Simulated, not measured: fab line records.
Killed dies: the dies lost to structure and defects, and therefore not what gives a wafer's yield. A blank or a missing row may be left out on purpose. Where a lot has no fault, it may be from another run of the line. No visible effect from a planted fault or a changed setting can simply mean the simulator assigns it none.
Matching of chambers | flow nand harc | NHARC_A_SGD_CUT_ETCH_58 on rie diel-10 has 4 sister chambers
The step etches the open film in CF4, target depth 39 nm, time 65 s. 4 wafers are shown with their chamber, then 7 later ones without.

## WAFERS PAIRED WITH THEIR CHAMBERS
wafer  | chamber | drypump motor current A (A)
L088.5 | 3       | 5.4
L090.5 | 1       | 4.6
L090.6 | 0       | 5.5
L094.5 | 2       | 6.3

## WAFERS MISSING THEIR CHAMBER
wafer  | drypump motor current A (A)
L094.6 | 4.6
L095.1 | 6.3
L095.5 | 4.7
L095.6 | 6.3
L096.1 | 5.4
L096.2 | 4.6
L096.4 | 5.5

## WHICH CHAMBER EACH ONE RAN IN
wafer  | from the rows above | in truth
L094.6 | 1                   | 1
L095.1 | 2                   | 2
L095.5 | 1                   | 1
L095.6 | 2                   | 2
L096.1 | 3                   | 3
L096.2 | 1                   | 1
L096.4 | 0                   | 0
Placed correctly: 7 of 7. Not placeable from these rows: 0. 0 placed wrongly.
How it was worked out, from the rows above alone: a wafer's distance from a chamber is the root of the sum, over the readings, of the square of ((its reading less the chamber's mean) divided by the reading's scatter). The wafer belongs to the nearest chamber; if the next one is less than 2 further off, it can't be placed. For every chamber, the mean is computed from those of its wafers that are shown. The scatter (one wafer shown for each chamber): square how far every hidden wafer sits from the nearest shown wafer, average those squares and take the square root.
